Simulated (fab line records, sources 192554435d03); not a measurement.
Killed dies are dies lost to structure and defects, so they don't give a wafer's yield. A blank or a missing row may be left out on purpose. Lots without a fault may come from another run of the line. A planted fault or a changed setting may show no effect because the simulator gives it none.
Chamber matching | flow n5_finfet | N5_BEOL_M7_DESCUM_33 on rie_diel-03: 4 sister chambers
The step chemistry O2, time 7 s. 4 wafers are shown with their chamber, then 7 later ones without.

WAFERS WITH THEIR CHAMBER
wafer  | chamber | drypump_motor_current_A (A)
L079.2 | 0       | 6.3
L080.6 | 2       | 5.7
L084.2 | 3       | 5.4
L084.3 | 1       | 5.1

WAFERS WITHOUT THEIR CHAMBER
wafer  | drypump_motor_current_A (A)
L084.4 | 5.8
L091.1 | 5.4
L091.3 | 5.1
L091.6 | 5.7
L094.1 | 5.1
L094.2 | 6.3
L094.3 | 5.4

WHICH CHAMBER EACH WENT THROUGH
wafer  | from the rows above | in truth
L084.4 | 2                   | 2
L091.1 | 3                   | 3
L091.3 | 1                   | 1
L091.6 | 2                   | 2
L094.1 | 1                   | 1
L094.2 | 0                   | 0
L094.3 | 3                   | 3
Placed correctly: 7 of 7. Can't be placed from these rows: 0. Placed wrongly: 0.
How it was worked out, from the rows above alone: a wafer's distance from a chamber is the root of the sum, over the readings, of the square of ((its reading less the chamber's mean) divided by the reading's scatter). The wafer belongs to the nearest chamber; if the next one is less than 2 further off, it can't be placed. A chamber's mean is the mean of its shown wafers. The scatter: with one shown wafer a chamber, the root of the mean of the squares of how far each hidden wafer lies from its nearest shown one.
